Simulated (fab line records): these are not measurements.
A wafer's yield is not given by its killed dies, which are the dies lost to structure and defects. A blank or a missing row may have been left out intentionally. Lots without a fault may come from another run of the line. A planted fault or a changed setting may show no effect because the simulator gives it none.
fab line records | flow n5-finfet
record: lots: 7 wafers: 39
route steps=1938 shown FIN_SAQP@130 FIN_CUT@176 HKMG_FIN@403 GATE_CUT@490 BEOL_M0@734 BEOL_M1@792 BEOL_M3@1008 BEOL_M5@1115 BEOL_M8@1386 BEOL_M11@1575 BEOL_M14@1716 BEOL_M15@1819 PASSIVATION@1936
start-h: the number of hours between the record's first day and the start of the first shown wafer of the lot | wait-h: time in hours since the lot's previous step | " repeats the value in the row above | L1.1+2: several wafers, shown together as one row | - no value present, or no start provided | * or withheld: withheld | < > ~ a bound
route shown NAME@n: NAME is a module with steps in the file, n the number in the route of the first one | usual: mean and standard deviation over wafers with no fault | same: alike in all rows | chamber/n: place in a boat | sites: the reading at each site | _std_site: standard deviation across them | _edge_site: outer sites' mean less inner sites' | radius-mm: for every site, how far away it sits from the centre of the wafer | mask NAME#n: copy n | behind: the last tool/chamber to shape the wafer | hold: why the lot went on hold/how many hours it stayed there/how the hold came to an end | device: whichever transistor did not switch (one of n, p or np) | end of line: the tests these same wafers got at the end of their route | step lacking rows: just its recipe | killed: the dies lost at the first sort to structure and to defects; this is not the yield of the wafer | map: a wafer's dies, x killed, . not, _ none there
set.NAME: the setting that was run; set.NAME@STEP: the one run at that earlier step | model.NAME: the simulator's own value behind a step, which no gauge read
lots where settings were altered on purpose, with a table for each step and a row for each wafer
== steps ==
step: N5_FIN_SAQP_ETCH_65
recipe: chemistry: CF4 target: SiO2 target-depth-a: 40 ion-energy-ev: 350 time-s: 4.4 pressure-mtorr: 10 icp-w: 800 bias-w: 400 cf4-flow-sccm: 80
step: N5_FIN_CUT_CUT_ETCH_15
recipe: chemistry: HBr/Cl2/O2 target: Si target-depth-a: 1000 bt-time-s: 10 mask-material: SOC time-s: 42.4 ion-energy-ev: * bias-w: * pressure-mtorr: 10 icp-w: 800 HBr_flow_sccm: 150 Cl2_flow_sccm: 80 O2_flow_sccm: 12
step: N5_HKMG_FIN_ETCH_55
recipe: chemistry: N2/H2 target: SOC target-depth-a: 2400 temp-c: 40 time-s: 300 ion-energy-ev: 200 mask-material: SiARC pressure-mtorr: 30 source-w: 840 bias-w: 150 n2-flow-sccm: 200 h2-flow-sccm: 200
step: N5_GATE_CUT_DESCUM_18
recipe: chemistry: O2 time-s: 7 source-power-w: 50 bias-power-w: 20 pressure-mtorr: 20 rf-frequency-hz: 2.712e+07 temp-c: 40 resist: CAR-EUV o2-flow-sccm: 225
step: N5_BEOL_M0_SPUTTER_116
recipe: material: Cu target-thk-a: 40 temp-c: -20 chamber-pressure-pa: 0.07 power-w: withheld time-s: 7.37
step: N5_BEOL_M1_ALD_98
recipe: material: SiO2 target-thk-a: 25 temp-c: 100 ald-precursor-family: BDEAS ald-co-reactant: O2-plasma pulse-time-s: 1 co-reactant-pulse-time-s: 1 purge-time-s: 2 co-reactant-purge-time-s: 2 ald-cycles: 17 pressure-torr: 2
step: N5_BEOL_M3_SPUTTER_94
recipe: material: Cu target-thk-a: 45 temp-c: -20 chamber-pressure-pa: 0.07 power-w: withheld time-s: 8.29
step: N5_BEOL_M5_PECVD_70
recipe: material: SiO2 target-thk-a: 160 temp-c: 400 precursor: TEOS/O2 pressure-torr: 5.5 rf-w: 450 teos-flow-sccm: 53.8 gas: O2 flow-sccm: 3000 time-s: 18
step: N5_BEOL_M5_DEP_56
recipe: material: SiCN target-thk-a: 80 temp-c: withheld precursor: 3MS/NH3 pressure-torr: 3 rf-w: 202 time-s: 14
step: N5_BEOL_M8_CURE_75
recipe: temp-c: 370 time-s: 120 ambient: DMADMS/He material: SiCOH_lowk
step: N5_BEOL_M11_VIA_ETCH_34
recipe: chemistry: C4F6/O2 target: SiCOH_lowk target-depth-a: 1845 mask-material: SOC taper-deg: 4 time-s: 69.2 ion-energy-ev: 250 pressure-mtorr: 30 source-w: 345 bias-w: 185 Ar_flow_sccm: 300 C4F6_flow_sccm: 10 O2_flow_sccm: 10
step: N5_BEOL_M14_ILD_DEP_00
recipe: material: SiO2 target-thk-a: 11193 temp-c: 400 precursor: TEOS/O2 pressure-torr: 6.5 rf-w: 900 teos-flow-sccm: 161.4 gas: O2 flow-sccm: 2650 time-s: 237.4
step: N5_BEOL_M15_SPUTTER_43
recipe: material: TaN target-thk-a: 150 temp-c: 50 bias-v: 168.6 power-w: 15000 chamber-pressure-pa: 0.12 time-s: 24.19
step: N5_PASSIVATION_PROBE_49
usual: defect-limited-yield: 90.9/1.5 killed_at_M4_up: 14/5.2 killed-dies: 108/18 sort_bin_5_function: 5.4/1
columns lot.wafer tool chamber start-h wait-h set.time-s@FIN_SAQP_ETCH_65 set.time-s@FIN_CUT_CUT_ETCH_15 set.time-s@HKMG_FIN_ETCH_55 set.time-s@GATE_CUT_DESCUM_18 set.target-thk-a@BEOL_M0_SPUTTER_116 set.ald-cycles@BEOL_M1_ALD_98 set.target-thk-a@BEOL_M3_SPUTTER_94 set.time-s@BEOL_M5_PECVD_70 set.time-s@BEOL_M5_DEP_56 set.time-s@BEOL_M8_CURE_75 set.time-s@BEOL_M11_VIA_ETCH_34 set.time-s@BEOL_M14_ILD_DEP_00 set.target-thk-a@BEOL_M15_SPUTTER_43 defect-limited-yield[%] killed_at_M4_up killed-dies sort_bin_5_function[%]
L075.1 prober-01 - 272.13 0.0 6.712 53.38 458.7 8.473 16.21 17 45 18 9.923 120 55.92 294.3 175.4 74.2 199 305 21.1
L075.2 prober-01 - 272.18 0.1 6.712 53.38 300 7 40 26 45 18 14 120 69.2 294.3 175.4 75.8 8 285 21.4
L075.3 prober-01 - 272.23 0.1 4.4 42.4 458.7 8.473 40 17 45 18 9.923 90.76 69.2 237.4 175.4 90.9 19 107 6.2
L075.4 prober-01 - 272.28 0.2 6.712 42.4 458.7 7 40 26 21.08 18 9.923 90.76 55.92 237.4 150 45.0 403 649 51.2
L075.5 prober-01 - 272.33 0.2 4.4 53.38 300 8.473 16.21 26 21.08 18 14 90.76 69.2 294.3 150 73.9 9 308 22.7
L075.6 prober-01 - 272.38 0.3 4.4 42.4 300 7 16.21 17 21.08 18 14 120 55.92 237.4 150 85.9 71 166 11.3
L074.1 prober-02 - 273.68 0.0 4.4 42.4 300 7 40 17 45 18 14 120 69.2 237.4 150 93.1 12 82 3.3
L074.4 prober-02 - 273.83 0.2 4.4 42.4 300 7 40 17 45 18 14 120 69.2 237.4 150 91.8 13 97 4.6
L074.6 prober-02 - 273.93 0.3 4.4 42.4 300 7 40 17 45 18 14 120 69.2 237.4 150 91.5 23 100 4.9
L083.1 prober-01 - 317.48 0.0 4.4 28.71 300 7 40 17 28.99 18 11.34 120 69.2 136.9 150 89.9 13 119 5.9
L083.2 prober-01 - 317.53 0.1 1.871 42.4 300 3.419 40 12 28.99 18 14 120 55.51 237.4 150 55.8 417 522 40.0
L083.3 prober-01 - 317.58 0.1 4.4 28.71 300 3.419 40 12 45 27.99 14 120 69.2 237.4 150 88.7 6 133 5.9
L083.4 prober-01 - 317.63 0.2 4.4 42.4 300 7 33.27 12 45 18 11.34 120 55.51 237.4 150 76.7 184 275 19.5
L083.5 prober-01 - 317.68 0.2 1.871 42.4 300 7 33.27 17 28.99 27.99 11.34 120 55.51 136.9 150 58.8 370 486 35.6
L083.6 prober-01 - 317.73 0.3 1.871 28.71 300 3.419 33.27 17 45 27.99 14 120 69.2 136.9 150 91.1 14 105 4.8
L084.1 prober-01 - 338.34 0.0 7.031 23.58 300 7 40 17 30.66 18 6.996 120 31.73 237.4 195.6 0 1076 1180 95.6
L084.2 prober-01 - 338.39 0.1 4.4 42.4 300 9.582 40 17 30.66 18 14 120 31.73 237.4 150 0 1084 1180 96.3
L084.3 prober-01 - 338.44 0.1 7.031 23.58 300 7 40 25 45 18 14 120 69.2 237.4 195.6 83.1 19 200 12.8
L084.4 prober-01 - 338.49 0.2 4.4 42.4 300 7 40 25 30.66 18 6.996 120 69.2 171.3 150 82.2 13 210 13.6
L084.5 prober-01 - 338.54 0.2 7.031 42.4 300 9.582 40 25 45 18 14 120 31.73 171.3 150 0 1049 1180 95.3
L084.6 prober-01 - 338.59 0.3 4.4 23.58 300 9.582 40 17 45 18 6.996 120 69.2 171.3 195.6 89.7 29 122 6.5
L091.1 prober-02 - 367.02 0.0 4.4 42.4 300 2.934 40 9 55.25 18 5.809 94.29 69.2 237.4 196.3 85.1 14 176 5.5
L091.2 prober-02 - 367.07 0.1 4.4 63.08 162.1 2.934 40 17 45 18 5.809 120 69.2 237.4 150 89.9 13 119 5.6
L091.3 prober-02 - 367.12 0.1 4.4 63.08 162.1 7 16.22 9 45 18 5.809 94.29 69.2 340.5 196.3 84.7 12 180 8.1
L091.4 prober-02 - 367.17 0.2 4.4 63.08 300 2.934 16.22 17 45 18 14 120 69.2 340.5 196.3 90.1 10 117 5.6
L091.5 prober-02 - 367.22 0.2 4.4 42.4 300 7 40 9 55.25 18 14 120 69.2 340.5 150 83.8 14 191 6.0
L091.6 prober-02 - 367.27 0.3 4.4 42.4 162.1 7 16.22 17 55.25 18 14 94.29 69.2 237.4 150 90.5 17 112 5.9
L093.1 prober-01 - 405.70 0.0 2.755 42.4 472.9 7 40 17 45 18 17.3 97.51 69.2 237.4 150 92.4 7 90 4.6
L093.2 prober-01 - 405.75 0.1 2.755 42.4 472.9 7 40 17 56.03 8.778 14 120 69.2 237.4 95.93 91.1 9 105 5.7
L093.3 prober-01 - 405.80 0.1 2.755 34.1 300 7 40 10 45 8.778 17.3 120 108.5 237.4 95.93 90.8 12 108 3.8
L093.4 prober-01 - 405.85 0.2 4.4 34.1 300 7 40 17 45 18 14 120 108.5 366.9 150 89.8 9 120 6.8
L093.5 prober-01 - 405.90 0.2 4.4 34.1 472.9 7 40 10 56.03 18 17.3 97.51 69.2 366.9 150 88.4 12 137 5.2
L093.6 prober-01 - 405.95 0.3 4.4 42.4 300 7 40 10 56.03 8.778 14 97.51 108.5 366.9 95.93 87.5 18 148 5.3
L094.1 prober-01 - 425.81 0.0 4.4 17.73 243.4 7 26.66 17 45 18 11.67 120 69.2 237.4 172.9 88.2 23 139 6.0
L094.2 prober-01 - 425.86 0.1 4.4 42.4 243.4 3.622 40 21 45 8.586 11.67 157.8 39.36 237.4 150 0 1071 1180 94.9
L094.3 prober-01 - 425.91 0.1 5.08 17.73 243.4 3.622 40 17 69.87 18 14 157.8 39.36 237.4 172.9 0 1056 1180 95.8
L094.4 prober-01 - 425.96 0.2 4.4 42.4 300 7 26.66 17 69.87 8.586 14 120 39.36 237.4 150 0 1073 1180 95.3
L094.5 prober-01 - 426.01 0.2 5.08 17.73 300 3.622 26.66 21 69.87 18 11.67 120 69.2 237.4 150 90.0 19 118 6.2
L094.6 prober-01 - 426.06 0.3 5.08 42.4 300 7 40 21 45 8.586 14 157.8 69.2 237.4 172.9 87.3 18 150 7.7
killed by level:class
L075.1 BEOL_M11:area-etch=187 BEOL_M0:interface-void-opened=19 BEOL_M0_SAQP:geometric-particle:short=12 MOL_CONTACT_COAG:geometric-particle:open=10 DUMMY_GATE:geometric-particle:open=9 BEOL_M1:geometric-particle:open=6 FIN_SAQP:geometric-particle:short=5 MOL_CONTACT_COAG:geometric-particle:short=5
L075.2 BEOL_M1:area-etchback=200 MOL_CONTACT_COAG:geometric-particle:open=11 STI_FIN_REVEAL:geometric-particle:open=7 BEOL_M2:geometric-particle:open=7 BEOL_M0_SAQP:geometric-particle:short=6 BEOL_M0_SAQP:geometric-particle:open=4 DUMMY_GATE:geometric-particle:open=4 BEOL_M4:geometric-particle:open=4
L075.3 STI_FIN_REVEAL:geometric-particle:open=12 MOL_CONTACT_COAG:geometric-particle:open=10 BEOL_M1:geometric-particle:open=7 FIN_SAQP:geometric-particle:open=6 BEOL_M0_SAQP:geometric-particle:short=6 BEOL_M0:geometric-particle:open=6 BEOL_M5:geometric-particle:open=6 BEOL_M2:geometric-particle:open=5
L075.4 BEOL_M11:area-etch=394 BEOL_M1:area-etchback=153 BEOL_M1:geometric-particle:open=12 MOL_CONTACT_COAG:geometric-particle:open=11 BEOL_M0_SAQP:geometric-particle:short=10 FIN_SAQP:geometric-particle:short=9 BEOL_M1:geometric-particle:short=7 BEOL_M0_SAQP:geometric-particle:open=6
L075.5 BEOL_M1:area-etchback=205 BEOL_M0:interface-void-opened=17 GATE_CUT:geometric-particle:open=9 BEOL_M0_SAQP:geometric-particle:open=7 BEOL_M0:geometric-particle:open=7 GATE_CUT:geometric-particle:short=6 MOL_CONTACT_COAG:geometric-particle:open=6 STI_FIN_REVEAL:geometric-particle:open=5
L075.6 BEOL_M11:area-etch=63 BEOL_M0:interface-void-opened=13 FIN_SAQP:geometric-particle:open=6 STI_FIN_REVEAL:geometric-particle:open=6 GATE_CUT:geometric-particle:short=6 MOL_CONTACT_COAG:geometric-particle:open=6 BEOL_M2:geometric-particle:open=6 FIN_SAQP:geometric-particle:short=5
L074.1 MOL_CONTACT_COAG:geometric-particle:open=7 BEOL_M3:geometric-particle:open=7 FIN_SAQP:geometric-particle:short=6 BEOL_M0_SAQP:geometric-particle:short=6 BEOL_M1:geometric-particle:open=5 STI_FIN_REVEAL:geometric-particle:open=4 ILD0:geometric-particle:open=4 MOL_CONTACT_COAG:geometric-particle:short=4
L074.4 BEOL_M0_SAQP:geometric-particle:short=11 MOL_CONTACT_COAG:geometric-particle:open=9 FIN_SAQP:geometric-particle:open=8 GATE_CUT:geometric-particle:short=7 BEOL_M0_SAQP:geometric-particle:open=7 FIN_SAQP:geometric-particle:short=6 ILD0:geometric-particle:open=4 GATE_CUT:geometric-particle:open=4
L074.6 FIN_SAQP:geometric-particle:open=17 BEOL_M4:geometric-particle:open=17 MOL_CONTACT_COAG:geometric-particle:open=6 BEOL_M0_SAQP:geometric-particle:open=5 FIN_SAQP:geometric-particle:short=4 BEOL_M3:geometric-particle:open=4 STARTING-WAFER:geometric-particle:open=4 BEOL_M0:geometric-particle:open=3
L083.1 STI_FIN_REVEAL:geometric-particle:open=22 BEOL_M3:geometric-particle:open=11 BEOL_M0_SAQP:geometric-particle:open=10 BEOL_M0_SAQP:geometric-particle:short=6 BEOL_M1:geometric-particle:open=6 FIN_SAQP:geometric-particle:open=5 BEOL_M0:geometric-particle:short=5 HKMG_FIN:area-etch=5
L083.2 BEOL_M11:area-etch=405 BEOL_M3:geometric-particle:open=13 STI_FIN_REVEAL:geometric-particle:open=12 BEOL_M0_SAQP:geometric-particle:short=11 BEOL_M0_SAQP:geometric-particle:open=10 MOL_CONTACT_COAG:geometric-particle:open=9 FIN_SAQP:geometric-particle:open=6 GATE_CUT:geometric-particle:open=6
L083.3 STI_FIN_REVEAL:geometric-particle:open=27 MOL_CONTACT_COAG:geometric-particle:open=14 BEOL_M0_SAQP:geometric-particle:short=11 GATE_CUT:geometric-particle:short=9 BEOL_M3:geometric-particle:open=8 BEOL_M0_SAQP:geometric-particle:open=7 FIN_SAQP:geometric-particle:open=6 STI_FIN_REVEAL:geometric-particle:short=5
L083.4 BEOL_M11:area-etch=171 MOL_CONTACT_COAG:geometric-particle:open=13 BEOL_M0_SAQP:geometric-particle:short=10 BEOL_M0_SAQP:geometric-particle:open=9 STI_FIN_REVEAL:geometric-particle:open=6 GATE_CUT:geometric-particle:short=6 FIN_SAQP:geometric-particle:open=5 STI_FIN_REVEAL:geometric-particle:short=4
L083.5 BEOL_M11:area-etch=357 MOL_CONTACT_COAG:geometric-particle:open=18 BEOL_M0_SAQP:geometric-particle:short=14 BEOL_M0_SAQP:geometric-particle:open=13 STI_FIN_REVEAL:geometric-particle:open=12 GATE_CUT:geometric-particle:short=8 FIN_SAQP:geometric-particle:open=6 STARTING-WAFER:geometric-particle:open=6
L083.6 MOL_CONTACT_COAG:geometric-particle:open=14 BEOL_M3:geometric-particle:open=11 STI_FIN_REVEAL:geometric-particle:open=9 BEOL_M0_SAQP:geometric-particle:short=7 BEOL_M0_SAQP:geometric-particle:open=6 GATE_CUT:geometric-particle:short=5 BEOL_M4:geometric-particle:open=5 FIN_SAQP:geometric-particle:open=4
L084.1 BEOL_M11:area-etch=1053 FIN_SAQP:geometric-particle:open=13 MOL_CONTACT_COAG:geometric-particle:open=13 BEOL_M2:geometric-particle:short=9 BEOL_M5:geometric-particle:open=8 BEOL_M0_SAQP:geometric-particle:open=8 BEOL_M2:geometric-particle:open=8 BEOL_M1:geometric-particle:open=7
L084.2 BEOL_M11:area-etch=1071 FIN_SAQP:geometric-particle:open=12 MOL_CONTACT_COAG:geometric-particle:open=9 BEOL_M3:geometric-particle:open=8 FIN_SAQP:geometric-particle:short=6 BEOL_M0_SAQP:geometric-particle:open=6 BEOL_M0_SAQP:geometric-particle:short=6 BEOL_M3:geometric-particle:short=6
L084.3 BEOL_M1:area-etchback=97 FIN_SAQP:geometric-particle:open=12 STI_FIN_REVEAL:geometric-particle:open=10 BEOL_M4:geometric-particle:open=9 FIN_SAQP:geometric-particle:short=8 BEOL_M1:geometric-particle:open=8 BEOL_M2:geometric-particle:open=8 STARTING-WAFER:geometric-particle:short=6
L084.4 BEOL_M1:area-etchback=74 FIN_SAQP:geometric-particle:open=20 FIN_SAQP:geometric-particle:short=16 STI_FIN_REVEAL:geometric-particle:open=16 BEOL_M2:geometric-particle:open=13 BEOL_M3:geometric-particle:open=7 BEOL_M1:geometric-particle:open=6 BEOL_M0_SAQP:geometric-particle:open=5
L084.5 BEOL_M11:area-etch=1025 FIN_SAQP:geometric-particle:open=23 BEOL_M1:area-etchback=16 FIN_SAQP:geometric-particle:short=15 BEOL_M4:geometric-particle:open=14 MOL_CONTACT_COAG:geometric-particle:open=14 BEOL_M2:geometric-particle:open=9 BEOL_M3:geometric-particle:open=9
L084.6 BEOL_M4:geometric-particle:open=16 FIN_SAQP:geometric-particle:short=10 STI_FIN_REVEAL:geometric-particle:open=9 BEOL_M0_SAQP:geometric-particle:open=8 BEOL_M1:geometric-particle:open=8 FIN_SAQP:geometric-particle:open=6 MOL_CONTACT_COAG:geometric-particle:open=6 DUMMY_GATE:geometric-particle:open=5
L091.1 BEOL_M1:area-etchback=64 FIN_SAQP:geometric-particle:open=16 MOL_CONTACT_COAG:geometric-particle:open=13 BEOL_M0_SAQP:geometric-particle:short=13 BEOL_M0_SAQP:geometric-particle:open=9 BEOL_M4:geometric-particle:open=7 BEOL_M2:geometric-particle:open=7 STI_FIN_REVEAL:geometric-particle:open=6
L091.2 MOL_CONTACT_COAG:geometric-particle:open=17 BEOL_M2:geometric-particle:open=14 FIN_SAQP:geometric-particle:open=9 BEOL_M0_SAQP:geometric-particle:short=9 BEOL_M3:geometric-particle:open=7 BEOL_M0_SAQP:geometric-particle:open=6 DUMMY_GATE:geometric-particle:open=5 FIN_SAQP:geometric-particle:short=4
L091.3 BEOL_M1:area-etchback=27 BEOL_M0:interface-void-opened=24 FIN_SAQP:geometric-particle:open=23 MOL_CONTACT_COAG:geometric-particle:open=14 BEOL_M2:geometric-particle:open=11 FIN_SAQP:geometric-particle:short=9 DUMMY_GATE:geometric-particle:open=9 BEOL_M0_SAQP:geometric-particle:short=7
L091.4 BEOL_M0:interface-void-opened=16 FIN_SAQP:geometric-particle:open=15 MOL_CONTACT_COAG:geometric-particle:open=13 BEOL_M0_SAQP:geometric-particle:short=8 BEOL_M0_SAQP:geometric-particle:open=8 FIN_SAQP:geometric-particle:short=5 DUMMY_GATE:geometric-particle:open=5 MOL_CONTACT_COAG:geometric-particle:short=5
L091.5 BEOL_M1:area-etchback=83 BEOL_M0_SAQP:geometric-particle:open=15 BEOL_M0_SAQP:geometric-particle:short=11 FIN_SAQP:geometric-particle:short=8 BEOL_M2:geometric-particle:open=8 BEOL_M0:geometric-particle:open=7 DUMMY_GATE:geometric-particle:open=6 DUMMY_GATE:geometric-particle:short=5
L091.6 FIN_SAQP:geometric-particle:open=15 BEOL_M0:interface-void-opened=12 BEOL_M2:geometric-particle:open=9 BEOL_M4:geometric-particle:open=7 MOL_CONTACT_COAG:geometric-particle:open=6 BEOL_M0:geometric-particle:open=6 STARTING-WAFER:geometric-particle:open=6 FIN_SAQP:geometric-particle:short=5
L093.1 DUMMY_GATE:geometric-particle:open=10 STI_FIN_REVEAL:geometric-particle:open=8 BEOL_M3:geometric-particle:open=7 FIN_SAQP:geometric-particle:open=6 MOL_CONTACT_COAG:geometric-particle:open=6 GATE_CUT:geometric-particle:short=5 MOL_CONTACT_COAG:geometric-particle:short=4 STARTING-WAFER:geometric-particle:short=4
L093.2 FIN_SAQP:geometric-particle:open=11 BEOL_M3:geometric-particle:open=11 STI_FIN_REVEAL:geometric-particle:open=9 BEOL_M0_SAQP:geometric-particle:open=8 MOL_CONTACT_COAG:geometric-particle:open=6 FIN_SAQP:geometric-particle:short=5 MOL_CONTACT_COAG:geometric-particle:short=5 BEOL_M0_SAQP:geometric-particle:short=5
L093.3 BEOL_M1:area-etchback=32 FIN_SAQP:geometric-particle:open=12 FIN_SAQP:geometric-particle:short=9 BEOL_M2:geometric-particle:open=7 BEOL_M1:geometric-particle:short=5 BEOL_M3:geometric-particle:open=5 BEOL_M4:geometric-particle:open=5 BEOL_M1:geometric-particle:open=3
L093.4 BEOL_M3:geometric-particle:open=13 DUMMY_GATE:geometric-particle:open=11 FIN_SAQP:geometric-particle:short=10 FIN_SAQP:geometric-particle:open=10 MOL_CONTACT_COAG:geometric-particle:open=8 BEOL_M2:geometric-particle:open=7 GATE_CUT:geometric-particle:open=6 FIN_CUT:geometric-particle:open=5
L093.5 BEOL_M1:area-etchback=39 STI_FIN_REVEAL:geometric-particle:open=13 FIN_SAQP:geometric-particle:open=8 MOL_CONTACT_COAG:geometric-particle:open=8 FIN_SAQP:geometric-particle:short=7 GATE_CUT:geometric-particle:short=7 BEOL_M3:geometric-particle:open=5 GATE_CUT:geometric-particle:open=5
L093.6 BEOL_M1:area-etchback=26 STI_FIN_REVEAL:geometric-particle:open=18 FIN_SAQP:geometric-particle:open=14 BEOL_M0_SAQP:geometric-particle:open=10 BEOL_M0_SAQP:geometric-particle:short=8 BEOL_M3:geometric-particle:open=8 DUMMY_GATE:geometric-particle:open=7 FIN_SAQP:geometric-particle:short=6
L094.1 FIN_SAQP:geometric-particle:short=11 FIN_SAQP:geometric-particle:open=11 MOL_CONTACT_COAG:geometric-particle:open=11 STI_FIN_REVEAL:geometric-particle:open=10 BEOL_M4:geometric-particle:open=10 GATE_CUT:geometric-particle:short=9 BEOL_M2:geometric-particle:open=7 BEOL_M0_SAQP:geometric-particle:open=6
L094.2 BEOL_M11:area-etch=1050 FIN_SAQP:geometric-particle:open=15 STI_FIN_REVEAL:geometric-particle:open=14 GATE_CUT:geometric-particle:short=12 BEOL_M2:geometric-particle:open=9 BEOL_M4:geometric-particle:open=8 FIN_SAQP:geometric-particle:short=6 BEOL_M3:geometric-particle:open=6
L094.3 BEOL_M11:area-etch=1038 BEOL_M2:geometric-particle:open=20 STI_FIN_REVEAL:geometric-particle:open=18 FIN_SAQP:geometric-particle:open=10 BEOL_M4:geometric-particle:open=10 BEOL_M0:geometric-particle:open=7 MOL_CONTACT_COAG:geometric-particle:open=7 BEOL_M3:geometric-particle:open=6
L094.4 BEOL_M11:area-etch=1058 STI_FIN_REVEAL:geometric-particle:open=24 MOL_CONTACT_COAG:geometric-particle:open=12 BEOL_M0_SAQP:geometric-particle:short=8 STI_FIN_REVEAL:geometric-particle:short=7 DUMMY_GATE:geometric-particle:open=7 BEOL_M4:geometric-particle:open=6 BEOL_M0_SAQP:geometric-particle:open=5
L094.5 MOL_CONTACT_COAG:geometric-particle:open=15 STI_FIN_REVEAL:geometric-particle:open=12 STI_FIN_REVEAL:geometric-particle:short=6 BEOL_M0_SAQP:geometric-particle:short=6 BEOL_M0:interface-void-opened=6 STARTING-WAFER:geometric-particle:short=6 FIN_SAQP:geometric-particle:open=5 GATE_CUT:geometric-particle:short=5
L094.6 STI_FIN_REVEAL:geometric-particle:open=20 FIN_SAQP:geometric-particle:open=14 GATE_CUT:geometric-particle:short=14 BEOL_M2:geometric-particle:open=9 BEOL_M4:geometric-particle:open=9 FIN_SAQP:geometric-particle:short=8 MOL_CONTACT_COAG:geometric-particle:open=8 BEOL_M0_SAQP:geometric-particle:short=7
== key ==
split: step: N5_FIN_SAQP_ETCH_65 setting: time-s stated-as: 4.4
response none clear
split: step: N5_FIN_CUT_CUT_ETCH_15 setting: time-s stated-as: 42.4
response none clear
split: step: N5_HKMG_FIN_ETCH_55 setting: time-s stated-as: 300
response none clear
split: step: N5_GATE_CUT_DESCUM_18 setting: time-s stated-as: 7
response none clear
split: step: N5_BEOL_M0_SPUTTER_116 setting: target-thk-a stated-as: 40
response none clear
split: step: N5_BEOL_M1_ALD_98 setting: ald-cycles stated-as: 17
response none clear
split: step: N5_BEOL_M3_SPUTTER_94 setting: target-thk-a stated-as: 45
response none clear
split: step: N5_BEOL_M5_PECVD_70 setting: time-s stated-as: 18
response none clear
split: step: N5_BEOL_M5_DEP_56 setting: time-s stated-as: 14
response none clear
split: step: N5_BEOL_M8_CURE_75 setting: time-s stated-as: 120
response none clear
split: step: N5_BEOL_M11_VIA_ETCH_34 setting: time-s stated-as: 69.2
response: step: N5_PASSIVATION_PROBE_49 reading: sort_bin_5_function slope: -1.23 per: 1% together-with: all explained: 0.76
response: step: N5_PASSIVATION_PROBE_49 reading: killed_at_M4_up slope: -14.4 per: 1% together-with: all explained: 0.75
response: step: N5_PASSIVATION_PROBE_49 reading: defect-limited-yield slope: +1.2 per: 1% together-with: all explained: 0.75
response: step: N5_PASSIVATION_PROBE_49 reading: killed-dies slope: -14.2 per: 1% together-with: all explained: 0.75
split: step: N5_BEOL_M14_ILD_DEP_00 setting: time-s stated-as: 237.4
response none clear
split: step: N5_BEOL_M15_SPUTTER_43 setting: target-thk-a stated-as: 150
response none clear
